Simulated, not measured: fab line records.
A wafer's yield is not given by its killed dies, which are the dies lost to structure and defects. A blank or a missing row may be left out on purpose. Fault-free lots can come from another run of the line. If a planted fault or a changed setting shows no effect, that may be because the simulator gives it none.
Commonality check across tools ; flow nandHarc ; 10 lots and 30 wafers in the sample

## WHY IT WAS OPENED
Flagged at NHARC_A_M1_CD_MEAS_09: reading cdNm, on 2 of 10 lots. Wafers without a fault read 119.9 nm, standard deviation 0.76.
Rule: a lot is flagged in two cases, either no wafer of it has a number, or all its wafers with numbers fall more than 4 standard deviations from that mean. All remaining lots are regarded as sound.

lot;measured;on;cdNm (nm), wafer by wafer;flag
L729;day 18 04:48;cdSem-02;121.0 120.4 120.2;
L730;day 18 08:25;cdSem-03;121.2 121.3 120.5;
L733;day 19 08:52;cdSem-03;120.6 119.8 119.5;
L735;day 19 10:00;cdSem-03;119.6 120.2 119.3;
L737;day 20 08:20;cdSem-03;108.7 107.9 107.3;FLAGGED
L741;day 21 18:26;cdSem-01;108.3 110.2 108.7;FLAGGED
L744;day 22 11:10;cdSem-03;120.4 119.7 120.4;
L746;day 22 13:11;cdSem-02;119.3 120.2 121.6;
L743;day 22 13:28;cdSem-02;121.4 119.8 120.5;
L748;day 22 21:36;cdSem-01;119.5 119.6 119.7;
On average the flagged lots' numbers are 108.5 nm, which is -11.4 nm against the usual, or -15 standard deviations.

## WHICH TOOL RAN EACH LOT
The record holds 4 process steps before the reading, out of a route of 1159 steps. Cell contents, in order: the tool; ch with the chambers the sampled wafers went through; the start.
lot;flag;NHARC_A_M0_ETCH_34;NHARC_A_M0_STRIP_18;NHARC_A_M0_PVD_21;NHARC_A_M1_PEB_07
L729;;rieDiel-04 ch 0,1,2, day 18 00:53;rieDiel-02 ch 0,2, day 18 01:12;pvdSputter-01, day 18 04:43 or earlier;lithoTrack-04 ch 0, day 18 04:43
L730;;rieDiel-02 ch 0,1,3, day 18 03:38;rieDiel-04 ch 0,2,3, day 18 03:56;pvdSputter-02, day 18 08:20 or earlier;lithoTrack-06 ch 0, day 18 08:20
L733;;rieDiel-02 ch 0,1,3, day 19 04:53;rieDiel-13 ch 0,3, day 19 05:10;pvdSputter-01, day 19 08:47 or earlier;lithoTrack-04 ch 0, day 19 08:47
L735;;rieDiel-04 ch 0,1,3, day 19 06:11;rieDiel-13 ch 0,3, day 19 06:28;pvdSputter-02, day 19 09:55 or earlier;lithoTrack-06 ch 0, day 19 09:55
L737;FLAGGED;rieDiel-02 ch 0,2,3, day 20 04:24;rieDiel-04 ch 1,2,3, day 20 04:42;pvdSputter-02, day 20 08:16 or earlier;lithoTrack-06 ch 0, day 20 08:16
L741;FLAGGED;rieDiel-02 ch 1,2,3, day 21 14:46;rieDiel-02 ch 0,2, day 21 15:05;pvdSputter-02, day 21 18:21 or earlier;lithoTrack-06 ch 0, day 21 18:21
L744;;rieDiel-13 ch 0,1,3, day 22 07:25;rieDiel-13 ch 0,1, day 22 07:42;pvdSputter-03, day 22 11:06 or earlier;lithoTrack-01 ch 0, day 22 11:06
L746;;rieDiel-04 ch 1,2, day 22 09:23;rieDiel-13 ch 1,2, day 22 09:42;pvdSputter-02, day 22 13:07 or earlier;lithoTrack-01 ch 0, day 22 13:07
L743;;rieDiel-04 ch 0,1,3, day 22 09:32;rieDiel-04 ch 0,1,3, day 22 09:53;pvdSputter-03, day 22 13:23 or earlier;lithoTrack-01 ch 0, day 22 13:23
L748;;rieDiel-04 ch 0,1,2, day 22 17:37;rieDiel-13 ch 0,1,2, day 22 17:58;pvdSputter-02, day 22 21:31 or earlier;lithoTrack-01 ch 0, day 22 21:31
What these steps do:
- NHARC_A_M0_ETCH_34: etches the open film in N2/H2, target depth 40 nm, overetch 12 nm, time 43.94 s.
- NHARC_A_M0_STRIP_18: strips in N2/H2.
- NHARC_A_M0_PVD_21: deposits Cu, target thk 30 nm, time 20.49 s.
- NHARC_A_M1_PEB_07: peb time 65 s.
- NHARC_A_M1_CD_MEAS_09: target cd 120 nm.

## FLAGGED AGAINST TOTAL, ONE TOOL AT A TIME (gauges that did the reading follow at the end)
step;tool;lots run;flagged;share of the flagged lots;sound lots run after its first flagged lot
NHARC_A_M0_ETCH_34;rieDiel-02;4;2;all;0
NHARC_A_M0_ETCH_34;rieDiel-04;5;0;none;-
NHARC_A_M0_ETCH_34;rieDiel-13;1;0;none;-
NHARC_A_M0_STRIP_18;rieDiel-02;2;1;some;0
NHARC_A_M0_STRIP_18;rieDiel-04;3;1;some;1 (L743)
NHARC_A_M0_STRIP_18;rieDiel-13;5;0;none;-
NHARC_A_M0_PVD_21;pvdSputter-01;2;0;none;-
NHARC_A_M0_PVD_21;pvdSputter-02;6;2;all;2 (L746,L748)
NHARC_A_M0_PVD_21;pvdSputter-03;2;0;none;-
NHARC_A_M1_PEB_07;lithoTrack-01;4;0;none;-
NHARC_A_M1_PEB_07;lithoTrack-04;2;0;none;-
NHARC_A_M1_PEB_07;lithoTrack-06;4;2;all;0
NHARC_A_M1_CD_MEAS_09;cdSem-01;2;1;some;1 (L748)
NHARC_A_M1_CD_MEAS_09;cdSem-02;3;0;none;-
NHARC_A_M1_CD_MEAS_09;cdSem-03;5;1;some;1 (L744)
Because NHARC_A_M0_PVD_21 lacks a start for some lots, the hours and order of its lots are taken from NHARC_A_M1_PEB_07.

## WHAT THE TABLE ALLOWS
Rows of the table that ran every flagged lot, 3 in all: rieDiel-02 at NHARC_A_M0_ETCH_34, pvdSputter-02 at NHARC_A_M0_PVD_21, lithoTrack-06 at NHARC_A_M1_PEB_07.
- rieDiel-02 at NHARC_A_M0_ETCH_34: 2 of its 4 lots flagged. Last sound lot L733 at day 19 04:53, first flagged lot L737 at day 20 04:24; a fault beginning in between fits.
- pvdSputter-02 at NHARC_A_M0_PVD_21: 2 of its 6 lots flagged. After the first flagged lot (L746, L748), sound lots still ran on it; a lasting fault on the whole tool would not permit that.
- lithoTrack-06 at NHARC_A_M1_PEB_07: 2 of its 4 lots flagged. Last sound lot L735 at day 19 09:55, first flagged lot L737 at day 20 08:16; a fault beginning in between fits. Its own readings lie more than 4 standard deviations out on every wafer of the flagged lots: heaterPowerTotalW, plateTempC.
A lot count leaves these 2 tools indistinguishable: every one of them fits a fault beginning at some hour. More lots, or a look at what each step does to the wafer, might.

## WHAT THE SIMULATOR HAD PUT IN
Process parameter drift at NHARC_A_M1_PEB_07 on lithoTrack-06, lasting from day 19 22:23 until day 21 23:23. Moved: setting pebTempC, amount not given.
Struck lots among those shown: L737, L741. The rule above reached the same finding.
